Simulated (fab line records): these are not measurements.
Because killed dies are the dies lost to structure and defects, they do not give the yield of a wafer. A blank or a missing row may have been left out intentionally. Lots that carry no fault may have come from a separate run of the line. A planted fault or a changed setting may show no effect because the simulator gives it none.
fab line records | flow nand-harc
record lots=24 wafers=72 last-day=25
route steps=1159 shown A_BLC@975 A_M0@1019 A_M1@1042 A_BONDPAD@1061
lots that met no fault: from a run of the same line without faults
start-h: start of the lot's first displayed wafer, in hours after the record's first day | wait-h: time in hours since the lot's previous step | " repeats the value in the row above | L1.1+2: one row covering several wafers at once | - no value, or no start given | * or withheld: withheld | < > ~ a bound
route shown NAME@n: names a module that has steps shown in the file, with the first one's number in the route | usual: mean/standard deviation of fault-free wafers | same: alike in all rows | chamber/n: place in a boat | sites: per-site readings | _std_site: how widely they spread, as a standard deviation | _edge_site: mean of outer sites minus mean of inner sites | radius-mm: how far each site lies from the wafer's centre | mask NAME#n: copy n | behind: the most recent tool/chamber to have shaped the wafer | hold: why the lot went on hold/how many hours it stayed there/how the hold came to an end | device: whichever transistor did not switch (one of n, p or np) | end of line: the route-end tests of the same wafers | for a step that has no rows: nothing shown but its recipe | killed: the dies lost at the first sort to structure and to defects; this is not the yield of the wafer | map: shows each die of a wafer: x if killed, . if not, _ if none is there
set.NAME: setting as actually run; set.NAME@STEP: the setting as run at that earlier step | model.NAME: the simulator's own value behind a step, which no gauge read
a sample of lots followed through the steps of the route, with each step as a table and each wafer as a row
services: from which hour (start-h, from the record's first day; less than 0 if before it) a tool's chamber was out of use, for how many hours, and why
## steps
# step NHARC_A_BLC_OVL_MEAS_11
# usual overlay-x-nm=-0.1/1 overlay-y-nm=-0.1/0.8
# columns lot.wafer tool chamber start-h wait-h overlay-x-nm overlay-y-nm
L074.2 overlay-01 - 392.32 - -1.0 -0.2
L074.3 " - " " -1.8 -1.3
L074.5 " - " " -0.9 -1.2
L075.2 overlay-02 - 398.94 - -1.4 -0.6
L075.3 " - " " -1.0 -0.5
L075.4 " - " " -1.0 -0.5
L077.1 overlay-02 - 401.24 - 0.1 0.8
L077.4 " - " " 0.5 0.9
L077.6 " - " " -0.1 0.6
L076.4 overlay-02 - 401.87 - 0.0 -0.9
L076.5 " - " " -1.0 -1.1
L076.6 " - " " -0.9 -1.0
L078.2 overlay-02 - 411.20 - -1.9 0.5
L078.3 " - " " -2.3 1.2
L078.6 " - " " -1.6 0.2
L079.1 overlay-02 - 419.22 - 0.5 -0.8
L079.3 " - " " 1.0 -1.1
L079.6 " - " " 0.1 -1.1
L081.2 overlay-01 - 427.76 - -1.0 0.5
L081.4 " - " " -1.0 0.5
L081.5 " - " " -0.9 1.1
L082.3 overlay-01 - 432.10 - -0.3 -1.3
L082.5 " - " " -1.3 -1.8
L082.6 " - " " -0.3 -1.2
L085.2 overlay-01 - 440.29 - -0.2 0.4
L085.3 " - " " -0.4 0.0
L085.4 " - " " -0.4 0.5
L083.1 overlay-01 - 445.55 - 1.3 0.2
L083.5 " - " " 0.3 0.5
L083.6 " - " " 0.8 -0.4
L080.2 overlay-01 - 446.15 - -1.7 0.8
L080.3 " - " " -1.9 0.4
L080.4 " - " " -2.0 -0.1
L084.4 overlay-02 - 451.46 - 1.5 0.9
L084.5 " - " " 1.9 0.9
L084.6 " - " " 2.0 0.7
L086.1 overlay-02 - 457.17 - 0.6 0.0
L086.2 " - " " 0.3 1.5
L086.4 " - " " 0.0 0.3
L087.1 overlay-01 - 462.12 - -0.4 0.6
L087.4 " - " " -0.2 0.6
L087.5 " - " " -0.6 0.2
L088.2 overlay-01 - 467.69 - 0.1 -0.8
L088.3 " - " " -0.2 -0.6
L088.4 " - " " 0.1 -0.6
L089.3 overlay-01 - 472.47 - -0.4 1.7
L089.4 " - " " -0.5 1.8
L089.5 " - " " -0.6 1.9
L090.1 overlay-02 - 492.03 - 1.0 0.7
L090.5 " - " " 1.4 0.2
L090.6 " - " " 1.6 0.1
L091.1 overlay-02 - 492.39 - -0.8 -0.1
L091.3 " - " " -0.4 -0.1
L091.4 " - " " -1.4 -0.1
L093.1 overlay-02 - 501.15 - 1.1 0.5
L093.4 " - " " 1.5 0.3
L093.6 " - " " 1.5 0.7
L092.1 overlay-01 - 501.38 - 0.0 -0.2
L092.2 " - " " 0.1 0.8
L092.5 " - " " -0.2 0.0
L094.2 overlay-02 - 505.00 - 0.4 -0.3
L094.3 " - " " 0.4 -0.4
L094.4 " - " " 0.7 -0.4
L095.1 overlay-02 - 512.84 - -0.5 -0.8
L095.2 " - " " 0.1 -1.6
L095.4 " - " " -0.2 -0.6
L097.3 overlay-02 - 523.76 - 1.2 -0.4
L097.5 " - " " 1.7 -0.4
L097.6 " - " " 1.4 -0.4
L096.1 overlay-02 - 540.79 - 0.0 -1.6
L096.3 " - " " 0.3 -1.3
L096.4 " - " " 0.5 -1.0
# step NHARC_A_M0_CMP_23
# recipe t-overpolish-s=20 target-thk-nm=113.75
# usual motor-current-A=12.0/1 time-to-endpoint-s=29/3.1
# columns lot.wafer tool chamber start-h wait-h motor-current-A time-to-endpoint-s
L074.2 cmp-02 0 402.77 - 11.4 29
L074.3 " 1 " " 11.1 29
L074.5 " 2 " " 14.2 28
L075.3 cmp-02 0 407.22 - 11.8 25
L075.2 " 1 " " 11.3 28
L075.4 " 2 " " 13.8 27
L077.4 cmp-03 0 407.85 - 11.4 34
L077.1 " 2 " " 13.1 35
L077.6 " 0 " " 10.9 31
L076.4 cmp-02 3 408.40 - 11.0 29
L076.6 " 1 " " 11.2 28
L076.5 " 2 " " 12.2 27
L078.2 cmp-04 1 419.84 - 12.6 28
L078.3 " 3 " " 11.4 27
L078.6 " 1 " " 12.9 29
L079.1 cmp-02 0 427.48 - 10.8 27
L079.3 " 1 " " 11.8 32
L079.6 " 1 " " 11.5 31
L081.4 cmp-03 1 435.10 - 12.7 34
L081.2 " 3 " " 10.8 32
L081.5 " 2 " " 13.5 29
L082.3 cmp-03 2 438.74 - 13.9 29
L082.5 " 2 " " 13.6 33
L082.6 " 3 " " 10.4 36
L085.4 cmp-02 1 447.87 - 11.8 28
L085.3 " 2 " " 13.0 26
L085.2 " 3 " " 11.1 30
L083.1 cmp-04 1 454.51 - 13.1 26
L083.6 " 3 " " 12.1 28
L083.5 " 0 " " 12.7 27
L080.2 cmp-02 2 454.76 - 13.0 29
L080.3 " 3 " " 11.5 31
L080.4 " 1 " " 11.2 27
L084.4 cmp-02 0 457.82 - 11.1 27
L084.5 " 1 " " 11.5 31
L084.6 " 2 " " 12.8 26
L086.2 cmp-04 3 465.04 - 11.8 25
L086.4 " 1 " " 12.8 27
L086.1 " 2 " " 12.0 28
L087.1 cmp-02 1 468.13 - 10.9 26
L087.4 " 0 " " 11.5 25
L087.5 " 1 " " 11.5 26
L088.4 cmp-04 1 476.05 - 13.0 29
L088.2 " 2 " " 12.5 30
L088.3 " 0 " " 12.9 28
L089.3 cmp-03 0 493.52 - 11.0 33
L089.4 " 3 " " 10.0 35
L089.5 " 0 " " 10.7 31
L090.1 cmp-02 3 499.62 - 11.5 31
L090.5 " 1 " " 11.6 24
L090.6 " 2 " " 13.4 25
L091.3 cmp-03 3 499.87 - 10.7 35
L091.1 " 0 " " 10.0 34
L091.4 " 2 " " 13.9 31
L093.1 cmp-04 3 509.07 - 11.5 28
L093.4 " 2 " " 11.8 28
L093.6 " 0 " " 12.4 27
L092.1 cmp-03 1 509.59 - 13.1 33
L092.2 " 2 " " 13.5 30
L092.5 " 1 " " 12.3 32
L094.4 cmp-03 1 515.71 - 13.3 30
L094.3 " 3 " " 10.6 33
L094.2 " 0 " " 10.8 31
L095.4 cmp-04 1 520.36 - 12.7 31
L095.1 " 2 " " 12.1 31
L095.2 " 3 " " 12.4 32
L097.3 cmp-02 1 534.77 - 11.5 26
L097.5 " 2 " " 13.0 30
L097.6 " 3 " " 11.1 29
L096.4 cmp-02 3 546.97 - 12.2 31
L096.3 " 0 " " 11.6 27
L096.1 " 1 " " 10.7 29
# step NHARC_A_M1_CD_MEAS_16
# usual cd-nm=119.3/0.96
# columns lot.wafer tool chamber start-h wait-h cd-nm
L074.2 cd-sem-01 - 405.10 - 118.8
L074.3 " - " " 119.1
L074.5 " - " " 119.2
L075.2 cd-sem-01 - 409.46 - 118.1
L075.3 " - " " 119.3
L075.4 " - " " 119.0
L077.1 cd-sem-02 - 410.19 - 118.1
L077.4 " - " " 118.9
L077.6 " - " " 118.2
L076.4 cd-sem-03 - 410.71 - 119.3
L076.5 " - " " 119.2
L076.6 " - " " 119.0
L078.2 cd-sem-01 - 422.20 - 119.3
L078.3 " - " " 118.3
L078.6 " - " " 119.6
L079.1 cd-sem-01 - 429.96 - 121.1
L079.3 " - " " 120.6
L079.6 " - " " 120.0
L081.2 cd-sem-02 - 437.46 - 119.6
L081.4 " - " " 119.9
L081.5 " - " " 120.3
L082.3 cd-sem-03 - 441.09 - 119.1
L082.5 " - " " 120.3
L082.6 " - " " 120.1
L085.2 cd-sem-02 - 450.08 - 120.4
L085.3 " - " " 118.0
L085.4 " - " " 119.1
L083.1 cd-sem-03 - 456.69 - 120.6
L083.5 " - " " 118.9
L083.6 " - " " 119.6
L080.2 cd-sem-01 - 457.23 - 117.4
L080.3 " - " " 118.6
L080.4 " - " " 118.7
L084.4 cd-sem-02 - 459.98 - 120.7
L084.5 " - " " 118.5
L084.6 " - " " 120.0
L086.1 cd-sem-01 - 467.30 - 120.1
L086.2 " - " " 120.9
L086.4 " - " " 120.6
L087.1 cd-sem-01 - 470.65 - 118.1
L087.4 " - " " 118.5
L087.5 " - " " 119.0
L088.2 cd-sem-01 - 478.30 - 119.3
L088.3 " - " " 118.4
L088.4 " - " " 119.9
L089.3 cd-sem-02 - 495.91 - 119.8
L089.4 " - " " 118.7
L089.5 " - " " 119.5
L090.1 cd-sem-01 - 501.82 - 121.7
L090.5 " - " " 121.3
L090.6 " - " " 120.5
L091.1 cd-sem-03 - 502.23 - 120.2
L091.3 " - " " 119.6
L091.4 " - " " 119.6
L093.1 cd-sem-03 - 511.48 - 119.0
L093.4 " - " " 118.0
L093.6 " - " " 117.9
L092.1 cd-sem-02 - 512.00 - 117.1
L092.2 " - " " 118.6
L092.5 " - " " 119.1
L094.2 cd-sem-03 - 518.12 - 120.2
L094.3 " - " " 119.6
L094.4 " - " " 119.7
L095.1 cd-sem-01 - 522.79 - 118.4
L095.2 " - " " 117.4
L095.4 " - " " 118.6
L097.3 cd-sem-02 - 537.31 - 119.0
L097.5 " - " " 119.2
L097.6 " - " " 117.1
L096.1 cd-sem-02 - 549.32 - 118.2
L096.3 " - " " 119.4
L096.4 " - " " 117.6
# step NHARC_A_M1_STRIP_18
# recipe power-w=1000 n2-flow-sccm=150 h2-flow-sccm=150 ar-flow-sccm=0 bias-w=0 chemistry=N2/H2
# usual drypump-motor-current-A=5.6/0.41 oes-product-au=1.004/0.012 rf-vpp-V=91.0/0.96 showerhead-plenum-p-Torr=2.09/0.08 throttle-valve-pct=14.171/0.0086
# columns lot.wafer tool chamber start-h wait-h drypump-motor-current-A oes-product-au rf-hours-counter-h rf-vpp-V showerhead-plenum-p-Torr throttle-valve-pct
L074.3 rie-diel-09 0 405.19 0.1 5.3 1.025 3.3 90.9 2.18 14.171
L074.2 " 2 " " 5.4 1.008 3.5 92.5 2.14 14.173
L074.5 " 1 " " 5.8 0.991 - 91.5 1.99 14.161
L075.2 rie-diel-02 0 409.53 0.1 5.2 1.019 5.0 91.9 2.14 14.175
L075.3 " 3 " " 5.4 0.987 4.6 90.9 2.12 14.173
L075.4 " 1 " " 6.1 1.002 - 92.5 2.09 14.158
L077.1 rie-diel-02 0 410.28 0.1 5.2 1.030 5.0 90.1 2.14 14.167
L077.4 " 1 " " 6.1 1.011 4.9 89.1 2.09 14.170
L077.6 " 1 " " 6.1 1.009 - 91.8 2.09 14.183
L076.4 rie-diel-02 2 410.77 0.1 6.0 1.014 3.5 88.9 1.93 14.168
L076.5 " 2 " " 6.0 1.006 - 90.0 1.93 14.174
L076.6 " 3 " " 5.4 0.989 - 90.5 2.12 14.175
L078.3 rie-diel-02 1 422.27 0.1 6.1 1.007 5.6 92.0 2.09 14.171
L078.2 " 2 " " 6.0 1.008 4.2 90.6 1.93 14.170
L078.6 " 2 " " 6.1 1.009 - 89.1 1.93 14.182
L079.1 rie-diel-02 2 430.08 0.1 6.1 1.023 4.5 89.8 1.93 14.187
L079.3 " 3 " " 5.4 1.001 6.0 93.5 2.12 14.182
L079.6 " 1 " " 6.1 1.010 - 90.7 2.09 14.168
L081.2 rie-diel-02 2 437.56 0.1 6.0 1.020 4.7 90.1 1.93 14.174
L081.4 " 0 " " 5.1 1.021 6.6 92.0 2.14 14.181
L081.5 " 2 " " 6.0 1.015 - 90.4 1.93 14.165
L082.3 rie-diel-06 0 441.20 0.1 5.8 1.008 2.0 91.0 2.17 14.161
L082.6 " 2 " " 5.3 1.003 - 90.6 1.95 14.180
L082.5 " 1 " " 6.4 1.005 - 92.1 2.09 14.169
L085.3 rie-diel-06 0 450.15 0.1 5.8 0.998 2.2 91.2 2.17 14.176
L085.2 " 1 " " 6.4 1.003 2.5 91.3 2.09 14.164
L085.4 " 2 " " 5.3 1.000 2.0 90.2 1.95 14.157
L083.1 rie-diel-02 1 456.84 0.1 6.1 1.007 7.7 92.0 2.09 14.177
L083.5 " 2 " " 6.0 1.021 - 90.6 1.93 14.181
L083.6 " 3 " " 5.4 0.978 - 91.6 2.12 14.164
L080.3 rie-diel-02 3 457.30 0.1 5.4 0.997 7.6 92.2 2.12 14.162
L080.2 " 0 " " 5.2 1.031 7.8 91.3 2.14 14.173
L080.4 " 1 " " 6.1 1.009 7.7 90.2 2.09 14.171
L084.4 rie-diel-06 1 460.13 0.1 6.4 0.999 2.7 90.7 2.09 14.184
L084.6 " 2 " " 5.3 0.999 - 88.7 1.95 14.174
L084.5 " 3 " " 5.4 0.993 - 91.4 2.14 14.178
L086.1 rie-diel-09 1 467.38 0.1 5.8 0.979 0.8 90.1 1.99 14.169
L086.2 " 2 " " 5.4 1.000 0.8 91.0 2.14 14.176
L086.4 " 3 " " 5.0 1.007 0.4 89.6 2.09 14.156
L087.1 rie-diel-09 0 470.79 0.1 5.4 1.026 0.9 91.0 2.18 14.165
L087.4 " 2 " " 5.4 1.013 - 91.5 2.14 14.171
L087.5 " 0 " " 5.4 1.023 - 91.5 2.18 14.160
L088.2 rie-diel-06 1 478.40 0.1 6.4 0.982 4.4 91.5 2.09 14.177
L088.4 " 2 " " 5.3 0.989 3.4 89.9 1.94 14.171
L088.3 " 3 " " 5.4 0.987 2.7 89.0 2.14 14.167
L089.4 rie-diel-06 2 495.98 0.1 5.3 0.994 4.9 89.8 1.94 14.171
L089.3 " 1 " " 6.3 1.014 5.8 91.9 2.09 14.171
L089.5 " 2 " " 5.3 1.003 - 91.2 1.94 14.159
L090.1 rie-diel-09 1 501.89 0.1 5.8 0.978 1.4 90.3 1.99 14.184
L090.5 " 1 " " 5.8 0.991 - 89.4 1.99 14.183
L090.6 " 3 " " 5.0 1.017 - 91.1 2.09 14.170
L091.3 rie-diel-06 0 502.30 0.1 5.8 1.019 5.1 92.8 2.17 14.174
L091.4 " 1 " " 6.4 1.010 6.1 92.4 2.09 14.184
L091.1 " 2 " " 5.3 1.008 5.2 90.7 1.94 14.161
L093.1 rie-diel-06 2 511.61 0.1 5.3 1.003 5.5 90.0 1.94 14.170
L093.4 " 3 " " 5.4 0.993 4.3 91.1 2.14 14.170
L093.6 " 0 " " 5.8 1.001 - 91.2 2.17 14.175
L092.1 rie-diel-06 1 512.13 0.1 6.4 1.010 6.4 91.8 2.09 14.181
L092.2 " 2 " " 5.3 1.003 5.5 90.3 1.94 14.171
L092.5 " 0 " " 5.8 1.005 - 91.0 2.17 14.164
L094.4 rie-diel-09 1 518.19 0.1 5.8 0.977 2.0 91.3 1.99 14.171
L094.3 " 3 " " 5.0 1.007 1.7 91.1 2.09 14.160
L094.2 " 0 " " 5.4 1.005 1.5 92.5 2.18 14.166
L095.4 rie-diel-02 1 522.86 0.1 6.1 1.013 0.0 90.3 2.08 14.166
L095.1 " 2 " " 6.0 1.025 1.0 90.9 1.93 14.170
L095.2 " 0 " " 5.2 1.022 1.0 91.6 2.14 14.171
L097.3 rie-diel-09 3 537.41 0.1 5.0 1.011 2.2 92.1 2.08 14.182
L097.5 " 2 " " 5.3 0.994 - 91.7 2.14 14.167
L097.6 " 3 " " 5.0 1.006 - 90.8 2.09 14.162
L096.1 rie-diel-09 1 549.39 0.1 5.8 0.980 3.0 89.4 1.99 14.169
L096.3 " 0 " " 5.3 1.007 2.4 90.7 2.17 14.178
L096.4 " 0 " " 5.4 1.002 - 89.6 2.18 14.162
# step NHARC_A_BONDPAD_THK_MEAS_30
# recipe thk-meas-gauge=ellipsometry
# usual thk-nm=200.2/1.6
# columns lot.wafer tool chamber start-h wait-h thk-nm
L074.2 film-metro-02 - 408.74 0.2 200.9
L074.3 " - " " 202.4
L074.5 " - " " 200.3
L075.2 film-metro-02 - 413.67 0.2 199.8
L075.3 " - " " 197.8
L075.4 " - " " 200.1
L077.1 film-metro-02 - 413.97 0.2 200.0
L077.4 " - " " 201.5
L077.6 " - " " 202.8
L076.4 film-metro-01 - 414.45 0.2 201.8
L076.5 " - " " 201.6
L076.6 " - " " 199.2
L078.2 film-metro-01 - 426.13 0.2 201.3
L078.3 " - " " 198.6
L078.6 " - " " 200.5
L079.1 film-metro-01 - 433.70 0.2 202.6
L079.3 " - " " 202.1
L079.6 " - " " 199.1
L081.2 film-metro-02 - 441.08 0.2 199.8
L081.4 " - " " 201.6
L081.5 " - " " 197.2
L082.3 film-metro-01 - 444.76 0.2 201.6
L082.5 " - " " 200.4
L082.6 " - " " 197.2
L085.2 film-metro-02 - 453.85 0.2 201.3
L085.3 " - " " 197.6
L085.4 " - " " 201.4
L083.1 film-metro-02 - 460.33 0.2 199.4
L083.5 " - " " 200.2
L083.6 " - " " 201.5
L080.2 film-metro-01 - 460.85 0.2 200.4
L080.3 " - " " 201.2
L080.4 " - " " 199.1
L084.4 film-metro-02 - 463.74 0.2 200.2
L084.5 " - " " 199.9
L084.6 " - " " 200.0
L086.1 film-metro-01 - 470.95 0.2 200.7
L086.2 " - " " 200.6
L086.4 " - " " 199.1
L087.1 film-metro-02 - 474.47 0.2 198.3
L087.4 " - " " 199.0
L087.5 " - " " 199.9
L088.2 film-metro-02 - 481.95 0.2 199.5
L088.3 " - " " 201.5
L088.4 " - " " 200.9
L089.3 film-metro-01 - 499.57 0.2 201.4
L089.4 " - " " 199.6
L089.5 " - " " 199.7
L090.1 film-metro-01 - 505.52 0.1 201.0
L090.5 " - " " 197.4
L090.6 " - " " 197.5
L091.1 film-metro-01 - 505.90 0.1 200.2
L091.3 " - " " 199.3
L091.4 " - " " 201.0
L093.1 film-metro-01 - 515.14 0.2 199.8
L093.4 " - " " 200.0
L093.6 " - " " 198.1
L092.1 film-metro-01 - 515.64 0.2 201.2
L092.2 " - " " 198.2
L092.5 " - " " 199.6
L094.2 film-metro-02 - 522.23 0.2 202.7
L094.3 " - " " 200.2
L094.4 " - " " 200.0
L095.1 film-metro-02 - 526.43 0.2 202.6
L095.2 " - " " 198.7
L095.4 " - " " 203.4
L097.3 film-metro-02 - 541.50 0.2 198.7
L097.5 " - " " 200.0
L097.6 " - " " 198.7
L096.1 film-metro-01 - 553.02 0.2 200.8
L096.3 " - " " 200.8
L096.4 " - " " 200.7
# step NHARC_A_BONDPAD_STRIP_15
# recipe o2-flow-sccm=500 ar-flow-sccm=0 bias-w=0 chemistry=O2
# usual drypump-motor-current-A=6.0/0.51 oes-product-au=1.004/0.011 rf-vpp-V=57.7/0.94 showerhead-plenum-p-Torr=3.48/0.16 throttle-valve-pct=17.036/0.0094
# columns lot.wafer tool chamber start-h wait-h drypump-motor-current-A oes-product-au rf-hours-counter-h rf-vpp-V showerhead-plenum-p-Torr throttle-valve-pct
L074.3 rie-diel-10 0 409.99 0.1 5.9 1.013 2 57.8 3.34 17.054
L074.2 " 2 " " 5.4 0.999 2 56.7 3.33 17.041
L074.5 " 3 " " 6.2 0.997 - 59.0 3.77 17.035
L075.3 rie-diel-08 1 414.84 0.1 6.6 1.014 24 58.6 3.41 17.026
L075.4 " 2 " " 6.1 1.019 22 58.8 3.49 17.019
L075.2 " 0 " " 5.6 1.020 24 56.2 3.54 17.028
L077.4 rie-diel-10 1 415.33 0.1 6.8 1.009 2 57.1 3.49 17.052
L077.1 " 2 " " 5.4 1.010 2 56.8 3.33 17.029
L077.6 " 3 " " 6.3 1.007 - 58.2 3.77 17.032
L076.4 rie-diel-08 3 415.55 0.1 5.2 0.991 22 57.4 3.35 17.040
L076.5 " 0 " " 5.6 1.013 - 58.9 3.54 17.042
L076.6 " 1 " " 6.5 0.999 - 56.3 3.41 17.028
L078.2 rie-diel-10 2 427.31 0.1 5.4 1.006 3 57.8 3.33 17.037
L078.3 " 3 " " 6.3 0.995 3 58.4 3.77 17.043
L078.6 " 3 " " 6.3 0.987 - 57.8 3.77 17.028
L079.1 rie-diel-05 3 434.90 0.1 5.0 1.018 30 58.1 3.63 17.052
L079.3 " 1 " " 6.1 1.014 29 57.9 3.52 17.037
L079.6 " 3 " " 5.0 1.014 - 57.2 3.63 17.036
L081.2 rie-diel-10 3 442.27 0.1 6.3 0.997 3 59.4 3.77 17.032
L081.4 " 0 " " 5.9 1.014 3 57.0 3.34 17.044
L081.5 " 0 " " 5.9 1.011 - 57.4 3.34 17.045
L082.3 rie-diel-08 3 446.00 0.1 5.2 0.992 28 57.9 3.34 17.031
L082.5 " 1 " " 6.5 0.992 - 56.2 3.41 17.026
L082.6 " 2 " " 6.0 0.992 - 57.8 3.49 17.059
L085.3 rie-diel-08 3 455.03 0.1 5.2 0.992 29 56.8 3.34 17.039
L085.2 " 0 " " 5.6 1.012 31 59.0 3.53 17.037
L085.4 " 2 " " 6.1 1.009 30 55.8 3.49 17.042
L083.1 rie-diel-08 2 461.39 0.1 6.1 1.010 31 58.2 3.49 17.051
L083.6 " 2 " " 6.0 1.010 - 57.7 3.49 17.034
L083.5 " 3 " " 5.2 1.001 - 57.7 3.34 17.040
L080.2 rie-diel-10 2 461.89 0.1 5.4 1.007 4 57.1 3.33 17.051
L080.3 " 3 " " 6.3 0.989 4 58.3 3.77 17.024
L080.4 " 1 " " 6.7 0.996 3 58.6 3.48 17.047
L084.4 rie-diel-10 1 464.79 0.1 6.8 0.994 3 58.0 3.48 17.056
L084.5 " 0 " " 5.9 1.024 - 57.2 3.34 17.050
L084.6 " 1 " " 6.8 1.003 - 57.3 3.48 17.038
L086.4 rie-diel-10 3 472.00 0.1 6.3 0.997 4 57.8 3.77 17.035
L086.2 " 1 " " 6.8 1.002 3 56.8 3.48 17.042
L086.1 " 2 " " 5.5 1.007 4 56.5 3.33 17.053
L087.4 rie-diel-10 0 475.65 0.1 5.9 1.020 4 57.9 3.34 17.028
L087.1 " 3 " " 6.3 0.999 5 60.0 3.77 17.036
L087.5 " 0 " " 5.9 1.016 - 58.0 3.34 17.032
L088.2 rie-diel-10 2 483.13 0.1 5.4 1.006 5 58.8 3.33 17.024
L088.4 " 3 " " 6.3 0.989 5 58.2 3.77 17.036
L088.3 " 0 " " 5.9 1.020 5 57.5 3.34 17.023
L089.4 rie-diel-05 3 500.75 0.1 5.0 1.015 60 58.4 3.61 17.040
L089.3 " 1 " " 6.1 0.998 59 57.3 3.50 17.040
L089.5 " 3 " " 5.0 1.016 - 59.2 3.61 17.041
L090.1 rie-diel-10 1 506.59 0.1 6.8 0.997 4 58.1 3.48 17.036
L090.5 " 0 " " 5.9 1.015 - 56.7 3.34 17.056
L090.6 " 1 " " 6.8 1.002 - 58.0 3.48 17.032
L091.3 rie-diel-10 0 507.07 0.1 5.9 1.014 5 57.0 3.34 17.036
L091.1 " 1 " " 6.8 1.000 4 57.5 3.48 17.028
L091.4 " 2 " " 5.4 1.003 6 56.8 3.33 17.040
L093.1 rie-diel-08 1 516.33 0.1 6.6 0.993 4 58.5 3.41 17.023
L093.4 " 1 " " 6.6 0.988 - 57.4 3.41 17.032
L093.6 " 2 " " 6.1 0.984 - 56.9 3.49 17.025
L092.2 rie-diel-10 0 516.69 0.1 5.9 1.004 6 57.0 3.34 17.033
L092.1 " 2 " " 5.4 0.997 6 58.3 3.33 17.028
L092.5 " 1 " " 6.8 1.001 - 58.5 3.48 17.056
L094.4 rie-diel-10 3 523.28 0.1 6.3 0.991 6 57.7 3.76 17.020
L094.2 " 0 " " 5.9 1.021 6 58.1 3.33 17.025
L094.3 " 1 " " 6.8 0.997 5 56.6 3.48 17.038
L095.2 rie-diel-10 0 527.49 0.1 5.9 1.007 6 57.0 3.34 17.037
L095.1 " 1 " " 6.8 1.007 5 57.2 3.48 17.046
L095.4 " 2 " " 5.5 1.008 7 58.0 3.32 17.041
L097.3 rie-diel-10 1 542.73 0.1 6.7 1.025 0 57.7 3.48 17.032
L097.5 " 3 " " 6.3 0.991 - 60.0 3.76 17.027
L097.6 " 0 " " 5.9 1.021 - 57.9 3.33 17.039
L096.1 rie-diel-08 1 554.25 0.1 6.6 0.977 14 57.3 3.40 17.022
L096.4 " 3 " " 5.2 0.998 - 57.4 3.33 17.029
L096.3 " 1 " " 6.5 0.981 - 55.2 3.40 17.043
## services
# columns tool chamber start-h hours kind
cmp-04 - 399.16 4.0 pm
rie-diel-02 2 399.75 10.0 repair
rie-diel-09 1 413.69 5.7 repair
rie-diel-06 - 418.22 9.0 pm
cmp-02 - 422.69 4.0 pm
rie-diel-09 - 431.10 9.0 pm
rie-diel-10 1 435.13 6.0 repair
rie-diel-06 3 439.62 4.6 repair
cmp-02 - 449.29 1.1 repair
rie-diel-09 3 455.31 9.3 repair
cmp-03 - 456.54 0.5 repair
rie-diel-09 1 468.50 5.8 repair
cmp-02 - 472.17 1.2 repair
cmp-03 - 474.21 4.0 pm
rie-diel-10 - 496.65 0.5 repair
rie-diel-09 0 499.01 12.9 repair
rie-diel-02 - 504.70 9.0 pm
rie-diel-08 0 511.88 5.2 repair
cmp-02 - 520.69 4.0 pm
rie-diel-10 - 530.50 9.0 pm
rie-diel-09 3 543.36 16.7 repair
rie-diel-08 2 550.87 4.3 repair
rie-diel-02 0 551.94 1.3 repair
cmp-02 - 554.20 0.9 repair
## key
fault none
